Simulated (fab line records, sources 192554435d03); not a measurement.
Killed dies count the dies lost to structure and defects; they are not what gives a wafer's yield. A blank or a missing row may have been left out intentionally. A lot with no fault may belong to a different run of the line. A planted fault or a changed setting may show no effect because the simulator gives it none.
fab line records	flow n5Finfet	part 1 of 2: steps 1 to 24 of 30
[record] lots = 5	wafers = 15	lastDay = 17
route steps=1938 shown BEOL_M7@1328 BEOL_M8@1332
lots with no fault: from the same line, run without faults
startH: the number of hours between the record's first day and the start of the first shown wafer of the lot	waitH: hours since the lot's step before	" identical to the entry in the row above	L1.1+2: a single row standing in for several wafers	- no value, or no start given	* or withheld: withheld	< > ~ a bound
route shown NAME@n: NAME is a module with steps in the file, n the number in the route of the first one	usual: mean/standard deviation taken from wafers without a fault	same: alike in all rows	chamber/n: place in a boat	sites: each site's reading	_std_site: standard deviation across them	_edge_site: inner sites' mean taken away from outer sites' mean	radiusMm: for every site, how far away it sits from the centre of the wafer	mask NAME#n: copy n	behind: tool/chamber where the wafer was last shaped	hold: the reason the lot was held/the length of the hold in hours/how it ended	device: whichever transistor did not switch (one of n, p or np)	end of line: at the end of the route, the tests of the same wafers	where a step has no rows: the recipe by itself	killed: dies lost to structure and defects at the first sort, not the wafer's yield	map: a wafer's dies, x killed, . not, _ none there
set.NAME: the setting as run; set.NAME@STEP: as run at that earlier step	model.NAME: the simulator's own value behind a step, which no gauge read
lots seen at some steps along the route; tables by step, rows by wafer
services: a tool's chamber out of use, with start hour (startH, from the record's first day; less than 0 if before it), hours out, and reason
[[steps]]
[step N5_BEOL_M7_PRE_CLEAN_55]
[recipe] gas = NH3	timeS = 15	tempC = withheld	rfPowerW = 300
lot.wafer	tool	chamber	startH	waitH	sinceWetCleanH
L078.4	pecvd-04	0	216.31	0.0	-
L078.5	"	0	"	"	-
L078.6	"	1	"	"	-
L080.3	pecvd-03	0	230.72	0.0	1116
L080.4	"	1	"	"	-
L080.5	"	0	"	"	-
L084.2	pecvd-04	1	262.67	0.0	1510
L084.4	"	0	"	"	-
L084.6	"	2	"	"	-
L087.1	pecvd-03	2	283.74	0.0	415
L087.5	"	1	"	"	-
L087.6	"	2	"	"	-
L096.3	pecvd-02	2	331.85	0.0	282
L096.4	"	0	"	"	-
L096.5	"	1	"	"	-
[step N5_BEOL_M7_DEP_56]
[recipe] material = SiCN	targetThkA = 100	tempC = withheld	precursor = 3MS/NH3	pressureTorr = 3	rfW = 202	timeS = 17.5
[usual] showerheadPlenumPTorr = 3.658/0.0096	showerheadVppV = 870/38	throttleValvePct = 8.9/0.44
lot.wafer	tool	chamber	startH	waitH	showerheadPlenumPTorr	showerheadVppV	sinceWetCleanH	throttleValvePct
L078.4	pecvd-04	0	216.35	0.0	3.660	846	-	8.9
L078.5	"	0	"	"	3.662	835	-	8.7
L078.6	"	1	"	"	3.659	885	-	9.7
L080.3	pecvd-03	0	230.75	0.0	3.651	890	1116	9.2
L080.4	"	1	"	"	3.669	901	-	8.6
L080.5	"	0	"	"	3.650	920	-	8.7
L084.2	pecvd-04	1	262.69	0.0	3.657	882	1510	9.6
L084.4	"	0	"	"	3.657	851	-	9.0
L084.6	"	2	"	"	3.664	898	-	8.7
L087.1	pecvd-03	2	283.76	0.0	3.652	798	415	8.9
L087.5	"	1	"	"	3.650	909	-	8.9
L087.6	"	2	"	"	3.650	814	-	8.4
L096.3	pecvd-02	2	331.88	0.0	3.661	857	282	8.5
L096.4	"	0	"	"	3.639	873	-	9.5
L096.5	"	1	"	"	3.669	912	-	9.4
[step N5_BEOL_M7_RS_MEAS_57]
[recipe] thkMeasGauge = four-point-probe	reads = Cu_of_BEOL_M7_ECD_50+Co_of_BEOL_M7_CVD_78+TaN_of_BEOL_M7_ALD_77
[usual] M7_RS = 0.288/0.0075
lot.wafer	tool	chamber	startH	waitH	M7_RS[ohm/sq]
L078.4	filmMetro-02	-	216.43	0.1	0.288
L078.5	"	-	"	"	0.277
L078.6	"	-	"	"	0.281
L080.3	filmMetro-02	-	230.82	0.1	0.279
L080.4	"	-	"	"	0.290
L080.5	"	-	"	"	0.279
L084.2	filmMetro-02	-	262.76	0.1	0.300
L084.4	"	-	"	"	0.287
L084.6	"	-	"	"	0.290
L087.1	filmMetro-01	-	283.83	0.1	0.296
L087.5	"	-	"	"	0.279
L087.6	"	-	"	"	0.284
L096.3	filmMetro-01	-	331.95	0.1	0.301
L096.4	"	-	"	"	0.293
L096.5	"	-	"	"	0.294
[step N5_BEOL_M7_INSPECT_58]
[recipe] inspectInstrument = darkfield	mode = postDep
[usual] rawDefectCount = 72/26
lot.wafer	tool	chamber	startH	waitH	rawDefectCount
L078.4	defectInspect-01	-	216.45	0.0	146
L078.5	"	-	"	"	68
L078.6	"	-	"	"	98
L080.3	defectInspect-01	-	230.84	0.0	47
L080.4	"	-	"	"	80
L080.5	"	-	"	"	63
L084.2	defectInspect-01	-	262.79	0.0	83
L084.4	"	-	"	"	112
L084.6	"	-	"	"	102
L087.1	defectInspect-01	-	283.86	0.0	39
L087.5	"	-	"	"	39
L087.6	"	-	"	"	43
L096.3	defectInspect-02	-	331.97	0.0	55
L096.4	"	-	"	"	75
L096.5	"	-	"	"	77
[step N5_BEOL_M8_ILD_DEP_00]
[recipe] material = SiCOH_lowk	targetThkA = 1797.5	tempC = 300	precursor = DEMS/porogen	pressureTorr = 5	rfW = 500	timeS = 33.4
[usual] heaterPowerW = 266/42	showerheadPlenumPTorr = 5.734/0.012	showerheadVppV = 1377/59	throttleValvePct = 13.6/0.51
lot.wafer	tool	chamber	startH	waitH	heaterPowerW	showerheadPlenumPTorr	showerheadVppV	sinceWetCleanH	throttleValvePct
L078.4	pecvd-03	2	216.51	0.1	332	5.724	1259	-	13.4
L078.5	"	1	"	"	255	5.724	1428	-	13.2
L078.6	"	0	"	"	294	5.748	1427	-	13.3
L080.3	pecvd-04	1	230.90	0.1	258	5.736	1403	-	14.7
L080.4	"	0	"	"	337	5.724	1329	-	13.6
L080.5	"	1	"	"	259	5.724	1374	-	14.7
L084.2	pecvd-01	1	262.82	0.0	188	5.734	1427	2054	13.9
L084.4	"	2	"	"	214	5.752	1397	-	14.0
L084.6	"	1	"	"	192	5.748	1424	-	14.0
L087.1	pecvd-04	1	283.89	0.0	266	5.730	1405	1532	14.6
L087.5	"	2	"	"	293	5.752	1365	-	12.9
L087.6	"	1	"	"	274	5.721	1417	-	14.5
L096.3	pecvd-04	0	332.01	0.0	345	5.735	1327	855	13.6
L096.4	"	0	"	"	346	5.728	1314	-	13.7
L096.5	"	2	"	"	248	5.749	1380	-	13.3
[step N5_BEOL_M8_CURE_74]
[recipe] tempC = 385	timeS = 240	ambient = He/Ar	material = SiCOH_lowk
[usual] lampPowerPct = 52.32/0.052	wafer_temp_C_max = 386.8/0.54
lot.wafer	tool	chamber	startH	waitH	lampPowerPct	wafer_temp_C_max
L078.4	uvCure-02	0	216.79	0.3	52.31	386.4
L078.5	"	0	"	"	52.28	385.9
L078.6	"	0	"	"	52.44	385.9
L080.3	uvCure-01	2	231.12	0.2	52.31	386.5
L080.4	"	2	"	"	52.32	386.2
L080.5	"	2	"	"	52.27	386.1
L084.2	uvCure-02	2	262.97	0.1	52.32	386.8
L084.4	"	2	"	"	52.34	387.1
L084.6	"	2	"	"	52.30	387.5
L087.1	uvCure-02	2	284.19	0.3	52.25	386.7
L087.5	"	2	"	"	52.28	386.8
L087.6	"	2	"	"	52.36	387.2
L096.3	uvCure-03	0	332.49	0.5	52.33	386.4
L096.4	"	0	"	"	52.29	386.2
L096.5	"	0	"	"	52.40	386.1
[step N5_BEOL_M8_THK_MEAS_01]
[recipe] reads = SiCOH_lowk_of_BEOL_M8_ILD_DEP_00
[usual] M8_ILD_THK = 155.1/1.7
lot.wafer	tool	chamber	startH	waitH	M8_ILD_THK[nm]
L078.4	filmMetro-01	-	217.07	0.2	157.2
L078.5	"	-	"	"	155.5
L078.6	"	-	"	"	157.4
L080.3	filmMetro-02	-	231.48	0.3	156.8
L080.4	"	-	"	"	157.3
L080.5	"	-	"	"	155.0
L084.2	filmMetro-02	-	263.40	0.4	152.6
L084.4	"	-	"	"	155.9
L084.6	"	-	"	"	155.3
L087.1	filmMetro-02	-	284.70	0.4	156.7
L087.5	"	-	"	"	159.3
L087.6	"	-	"	"	155.7
L096.3	filmMetro-01	-	332.84	0.3	155.1
L096.4	"	-	"	"	156.8
L096.5	"	-	"	"	155.6
[step N5_BEOL_M8_PECVD_70]
[recipe] material = SiO2	targetThkA = 200	tempC = 400	precursor = TEOS/O2	pressureTorr = 5.5	rfW = 450	teosFlowSccm = 53.8	gas = O2	flowSccm = 3000	timeS = 22.7
[usual] heaterPowerW = 645/78	showerheadPlenumPTorr = 8.76/0.035	showerheadVppV = 1306/52	throttleValvePct = 22.1/0.85
lot.wafer	tool	chamber	startH	waitH	heaterPowerW	showerheadPlenumPTorr	showerheadVppV	sinceWetCleanH	throttleValvePct
L078.4	pecvd-03	0	217.12	0.1	622	8.76	1327	-	21.7
L078.5	"	2	"	"	731	8.70	1194	-	21.5
L078.6	"	1	"	"	562	8.76	1357	-	21.7
L080.3	pecvd-03	1	231.51	0.0	594	8.75	1362	1842	21.3
L080.4	"	1	"	"	605	8.73	1347	-	21.6
L080.5	"	0	"	"	744	8.76	1347	-	21.6
L084.2	pecvd-04	2	263.44	0.0	561	8.80	1303	32	20.6
L084.4	"	1	"	"	571	8.74	1322	-	23.9
L084.6	"	0	"	"	754	8.76	1240	-	22.1
L087.1	pecvd-03	2	284.74	0.0	774	8.68	1201	416	21.6
L087.5	"	0	"	"	623	8.78	1320	-	21.9
L087.6	"	1	"	"	510	8.78	1347	-	21.7
L096.3	pecvd-03	2	332.88	0.0	724	8.69	1197	464	21.7
L096.4	"	0	"	"	726	8.78	1331	-	21.9
L096.5	"	1	"	"	600	8.75	1320	-	21.4
[step N5_BEOL_M8_HM_DEP_02]
[recipe] material = TiN	targetThkA = 200	tempC = 25	chamberPressurePa = 0.49996
[usual] throttleValvePct = 29.8/1
lot.wafer	tool	chamber	startH	waitH	throttleValvePct
L078.4	pvdSputter-01	-	218.05	0.9	31.2
L078.5	"	-	"	"	28.8
L078.6	"	-	"	"	30.8
L080.3	pvdSputter-03	-	232.67	1.1	29.0
L080.4	"	-	"	"	29.5
L080.5	"	-	"	"	29.9
L084.2	pvdSputter-02	-	265.09	1.6	28.7
L084.4	"	-	"	"	30.3
L084.6	"	-	"	"	28.9
L087.1	pvdSputter-01	-	285.74	1.0	28.7
L087.5	"	-	"	"	30.7
L087.6	"	-	"	"	28.7
L096.3	pvdSputter-02	-	334.34	1.4	29.0
L096.4	"	-	"	"	30.2
L096.5	"	-	"	"	29.9
[step N5_BEOL_M8_COAT_59]
[recipe] resist = SOC	tempC = 250	timeS = 60	spinRpm = 1500	resistThkNm = 100
[same] dispensePressureKPa = 48
lot.wafer	tool	chamber	startH	waitH
L078.4+5+6	lithoTrack-01	0	218.19	0.1
L080.3+4+5	lithoTrack-01	0	232.79	0.1
L084.2+4+6	lithoTrack-01	0	265.21	0.1
L087.1+5+6	lithoTrack-01	0	285.86	0.1
L096.3+4+5	lithoTrack-01	0	334.46	0.1
[step N5_BEOL_M8_COAT_60]
[recipe] resist = SiARC	tempC = 220	timeS = 60	spinRpm = 1500	resistThkNm = 35
[same] dispensePressureKPa = 48
lot.wafer	tool	chamber	startH	waitH
L078.4+5+6	lithoTrack-01	0	-	-
L080.3+4+5	lithoTrack-01	0	-	-
L084.2+4+6	lithoTrack-01	0	-	-
L087.1+5+6	lithoTrack-01	0	-	-
L096.3+4+5	lithoTrack-01	0	-	-
[step N5_BEOL_M8_COAT_05]
[recipe] resist = CAR-ArF	spinRpm = 1500	resistThkNm = 90
[same] dispensePressureKPa = 48
lot.wafer	tool	chamber	startH	waitH
L078.4+5+6	lithoTrack-01	0	-	-
L080.3+4+5	lithoTrack-01	0	-	-
L084.2+4+6	lithoTrack-01	0	-	-
L087.1+5+6	lithoTrack-01	0	-	-
L096.3+4+5	lithoTrack-01	0	-	-
[step N5_BEOL_M8_EBR_07]
[recipe] solvent = PGMEA	ebrWidthMm = 1.5
lot.wafer	tool	chamber	startH	waitH
L078.4+5+6	lithoTrack-01	0	-	-
L080.3+4+5	lithoTrack-01	0	-	-
L084.2+4+6	lithoTrack-01	0	-	-
L087.1+5+6	lithoTrack-01	0	-	-
L096.3+4+5	lithoTrack-01	0	-	-
[step N5_BEOL_M8_SOFTBAKE_06]
[recipe] tempC = 110	timeS = 60	resist = CAR-ArF
lot.wafer	tool	chamber	startH	waitH
L078.4+5+6	lithoTrack-01	0	-	-
L080.3+4+5	lithoTrack-01	0	-	-
L084.2+4+6	lithoTrack-01	0	-	-
L087.1+5+6	lithoTrack-01	0	-	-
L096.3+4+5	lithoTrack-01	0	-	-
[step N5_BEOL_M8_EXPOSE_08]
[recipe] maskId = M8	na = 1.35	sourceShape = dipole	sigmaInner = 0.817	sigmaOuter = 0.97	polarization = te	doseMj = 68.25
lot.wafer	tool	chamber	startH	waitH	mask
L078.4+5+6	arfiScanner-01	0	218.50	-	M8#0
L080.3+4+5	arfiScanner-03	0	233.05	-	M8#0
L084.2+4+6	arfiScanner-03	0	265.34	-	M8#0
L087.1+5+6	arfiScanner-02	0	285.98	-	M8#0
L096.3+4+5	arfiScanner-01	0	334.72	-	M8#0
[step N5_BEOL_M8_PEB_09]
[recipe] pebTempC = withheld	pebTimeS = 60	resist = CAR-ArF
lot.wafer	tool	chamber	startH	waitH
L078.4+5+6	lithoTrack-05	0	218.55	0.0
L080.3+4+5	lithoTrack-01	0	233.10	0.0
L084.2+4+6	lithoTrack-05	0	265.39	0.0
L087.1+5+6	lithoTrack-01	0	286.04	0.1
L096.3+4+5	lithoTrack-01	0	334.77	0.0
[step N5_BEOL_M8_DEVELOP_10]
[recipe] developTimeS = 30	developer = TMAH	resist = CAR-ArF	rinseLiquid = diw	dry = airSpin	devTempC = 23
lot.wafer	tool	chamber	startH	waitH
L078.4+5+6	lithoTrack-05	0	-	-
L080.3+4+5	lithoTrack-01	0	-	-
L084.2+4+6	lithoTrack-05	0	-	-
L087.1+5+6	lithoTrack-01	0	-	-
L096.3+4+5	lithoTrack-01	0	-	-
[step N5_BEOL_M8_CD_MEAS_11]
[recipe] targetCdNm = 38.5	landingEnergyEv = 500	detector = seInlens	polarity = opening
[usual] cdNm = 38.7/0.45
lot.wafer	tool	chamber	startH	waitH	cdNm
L078.4	cdSem-03	0	218.62	-	39.5
L078.5	"	0	"	"	38.9
L078.6	"	0	"	"	38.8
L080.3	cdSem-03	0	233.17	-	38.5
L080.4	"	0	"	"	38.3
L080.5	"	0	"	"	39.0
L084.2	cdSem-01	0	265.46	-	38.7
L084.4	"	0	"	"	38.9
L084.6	"	0	"	"	39.1
L087.1	cdSem-01	0	286.11	-	38.5
L087.5	"	0	"	"	38.8
L087.6	"	0	"	"	39.1
L096.3	cdSem-02	0	334.84	-	37.8
L096.4	"	0	"	"	38.6
L096.5	"	0	"	"	38.6
[step N5_BEOL_M8_OVL_MEAS_12]
[recipe] pointsPerWafer = 44
[usual] M8_OVL = 0.2/0.72
lot.wafer	tool	chamber	startH	waitH	M8_OVL[nm]
L078.4	overlay-02	0	218.64	0.0	-0.6
L078.5	"	0	"	"	-0.3
L078.6	"	0	"	"	-0.8
L080.3	overlay-01	0	233.20	0.0	-0.6
L080.4	"	0	"	"	-0.4
L080.5	"	0	"	"	0.2
L084.2	overlay-02	0	265.49	0.0	1.2
L084.4	"	0	"	"	0.5
L084.6	"	0	"	"	0.3
L087.1	overlay-01	0	286.14	0.0	-0.1
L087.5	"	0	"	"	-0.6
L087.6	"	0	"	"	-0.3
L096.3	overlay-02	0	334.86	0.0	1.1
L096.4	"	0	"	"	1.2
L096.5	"	0	"	"	0.9
[step N5_BEOL_M8_INSPECT_13]
[recipe] mode = adi	inspectInstrument = brightfield
[usual] rawDefectCount = 402/98
lot.wafer	tool	chamber	startH	waitH	rawDefectCount
L078.4	defectInspect-01	-	218.67	0.0	437
L078.5	"	-	"	"	282
L078.6	"	-	"	"	451
L080.3	defectInspect-01	-	233.22	0.0	346
L080.4	"	-	"	"	431
L080.5	"	-	"	"	465
L084.2	defectInspect-01	-	265.51	0.0	578
L084.4	"	-	"	"	632
L084.6	"	-	"	"	513
L087.1	defectInspect-01	-	286.17	0.0	364
L087.5	"	-	"	"	354
L087.6	"	-	"	"	355
L096.3	defectInspect-02	-	334.89	0.0	344
L096.4	"	-	"	"	363
L096.5	"	-	"	"	393
[step N5_BEOL_M8_DESCUM_16]
[recipe] chemistry = O2	timeS = 7.9	sourcePowerW = 50	biasPowerW = 20	pressureMtorr = 20	rfFrequencyHz = 2.712e+07	tempC = 40	resist = CAR-ArF	o2FlowSccm = 225
[usual] chamberPressureMTorr = 20.00/0.036	drypumpMotorCurrentA = 5.9/0.42	oesProductAu = 0.81/0.11	rfVppV = 243.2/1.1	showerheadPlenumPTorr = 2.09/0.053	throttleValvePct = 20.43/0.24
lot.wafer	tool	chamber	startH	waitH	chamberPressureMTorr	drypumpMotorCurrentA	oesProductAu	rfHoursCounterH	rfVppV	showerheadPlenumPTorr	throttleValvePct
L078.4	rieDiel-04	1	218.97	0.3	19.99	5.7	0.75	155	245.3	2.17	20.64
L078.5	"	1	"	"	20.03	5.7	0.76	-	244.8	2.17	20.64
L078.6	"	2	"	"	20.00	5.1	0.71	-	243.2	2.06	20.66
L080.3	rieDiel-04	1	233.25	0.0	20.02	5.7	0.74	159	245.8	2.17	20.65
L080.4	"	0	"	"	20.01	5.4	0.68	246	242.2	2.06	20.46
L080.5	"	3	"	"	19.99	6.0	0.93	-	241.6	2.05	20.19
L084.2	rieDiel-03	3	265.55	0.0	19.98	6.1	0.96	11	242.5	2.05	20.13
L084.4	"	2	"	"	19.98	5.8	0.68	-	242.5	2.07	20.65
L084.6	"	0	"	"	19.99	5.5	1.00	-	244.4	2.14	20.02
L087.1	rieDiel-04	0	286.20	0.0	19.97	5.4	0.94	8	243.0	2.06	20.11
L087.5	"	2	"	"	20.00	5.1	0.70	-	243.8	2.06	20.71
L087.6	"	1	"	"	19.97	5.7	0.74	-	245.1	2.16	20.69
L096.3	rieDiel-03	3	335.59	0.7	20.00	6.1	0.90	38	242.0	2.04	20.17
L096.4	"	1	"	"	19.99	6.0	0.88	-	241.9	2.04	20.41
L096.5	"	0	"	"	19.97	5.5	0.93	-	243.0	2.13	20.06
[step N5_BEOL_M8_ETCH_61]
[recipe] chemistry = CF4	target = SiARC	targetDepthA = 455	maskMaterial = CAR-ArF	timeS = 75.8	ionEnergyEv = 80	pressureMtorr = 40	sourceW = 545	biasW = 36	Ar_flow_sccm = 100	cf4FlowSccm = 100	ends = cleared
[usual] chamberPressureMTorr = 40.00/0.035	drypumpMotorCurrentA = 5.9/0.42	etchRfOnTimeS = 75.9/1.1	oesProductAu = 0.69/0.09	rfVppV = 184.1/1	showerheadPlenumPTorr = 2.15/0.053	throttleValvePct = 15.63/0.27
lot.wafer	tool	chamber	startH	waitH	chamberPressureMTorr	drypumpMotorCurrentA	etchRfOnTimeS	oesProductAu	rfHoursCounterH	rfVppV	showerheadPlenumPTorr	throttleValvePct
L078.4	rieDiel-04	1	219.01	0.0	40.02	5.7	75.7	0.64	155	185.4	2.22	15.87
L078.5	"	1	"	"	39.97	5.7	76.2	0.65	-	183.8	2.22	15.90
L078.6	"	2	"	"	39.99	5.1	74.7	0.62	-	184.7	2.12	15.92
L080.3	rieDiel-04	1	233.29	0.0	39.94	5.7	75.2	0.64	159	187.3	2.22	15.89
L080.4	"	0	"	"	39.98	5.4	76.5	0.58	246	183.8	2.11	15.69
L080.5	"	3	"	"	39.97	6.0	74.2	0.78	-	183.4	2.11	15.32
L084.2	rieDiel-03	3	265.58	0.0	40.02	6.1	74.2	0.83	11	183.9	2.10	15.31
L084.4	"	2	"	"	39.97	5.8	78.0	0.58	-	183.5	2.11	15.83
L084.6	"	0	"	"	40.02	5.5	74.9	0.85	-	185.5	2.19	15.20
L087.1	rieDiel-04	0	286.24	0.0	39.99	5.4	77.4	0.80	8	183.9	2.10	15.21
L087.5	"	2	"	"	40.05	5.1	76.1	0.59	-	182.8	2.12	15.99
L087.6	"	1	"	"	40.01	5.7	77.2	0.62	-	186.2	2.21	15.93
L096.3	rieDiel-03	3	335.62	0.0	40.03	6.1	75.2	0.77	38	184.0	2.09	15.34
L096.4	"	1	"	"	39.95	6.0	75.9	0.74	-	183.5	2.10	15.56
L096.5	"	0	"	"	40.01	5.5	75.0	0.79	-	184.8	2.18	15.23
[step N5_BEOL_M8_ETCH_62]
[recipe] chemistry = N2/H2	target = SOC	targetDepthA = 1100	overetchA = 220	maskMaterial = SiARC	tempC = 40	timeS = 165	ionEnergyEv = 200	pressureMtorr = 30	sourceW = 840	biasW = 150	n2FlowSccm = 200	h2FlowSccm = 200
[usual] chamberPressureMTorr = 29.996/0.03	drypumpMotorCurrentA = 5.9/0.42	oesProductAu = 0.68/0.086	rfVppV = 524.1/2	showerheadPlenumPTorr = 2.55/0.066	throttleValvePct = 17.89/0.25
lot.wafer	tool	chamber	startH	waitH	chamberPressureMTorr	drypumpMotorCurrentA	oesProductAu	rfHoursCounterH	rfVppV	showerheadPlenumPTorr	throttleValvePct
L078.4	rieDiel-04	1	219.06	0.0	29.997	5.7	0.65	155	525.5	2.65	18.19
L078.5	"	1	"	"	30.072	5.7	0.65	-	526.8	2.65	18.20
L078.6	"	2	"	"	29.975	5.1	0.61	-	525.1	2.52	18.09
L080.3	rieDiel-04	1	233.34	0.0	29.982	5.7	0.64	159	528.3	2.65	18.19
L080.4	"	0	"	"	29.997	5.4	0.58	246	522.0	2.51	17.99
L080.5	"	3	"	"	29.935	6.1	0.77	-	521.3	2.49	17.65
L084.2	rieDiel-03	3	265.64	0.0	29.973	6.1	0.80	11	522.7	2.49	17.51
L084.4	"	2	"	"	29.962	5.8	0.59	-	523.8	2.52	18.05
L084.6	"	0	"	"	29.997	5.5	0.84	-	525.7	2.61	17.42
L087.1	rieDiel-04	0	286.29	0.0	30.048	5.4	0.79	8	522.7	2.50	17.57
L087.5	"	2	"	"	29.945	5.2	0.59	-	522.7	2.50	18.16
L087.6	"	1	"	"	30.016	5.7	0.63	-	526.0	2.64	18.25
L096.3	rieDiel-03	3	335.68	0.0	29.970	6.1	0.75	38	521.3	2.48	17.55
L096.4	"	1	"	"	30.066	6.0	0.74	-	523.0	2.49	17.89
L096.5	"	0	"	"	30.013	5.5	0.78	-	525.3	2.60	17.49
[step N5_BEOL_M8_STRIP_68]
[recipe] chemistry = N2/H2	tempC = 40	n2FlowSccm = 200	h2FlowSccm = 200	rfFrequencyHz = 6e+07
lot.wafer	tool	chamber	startH	waitH
L078.4+5+6	rieDiel-04	1,1,2	219.20	0.1
L080.3+4+5	rieDiel-04	1,0,3	233.48	0.1
L084.2+4+6	rieDiel-03	3,2,0	265.77	0.1
L087.1+5+6	rieDiel-04	0,2,1	286.43	0.1
L096.3+4+5	rieDiel-03	3,1,0	335.82	0.1
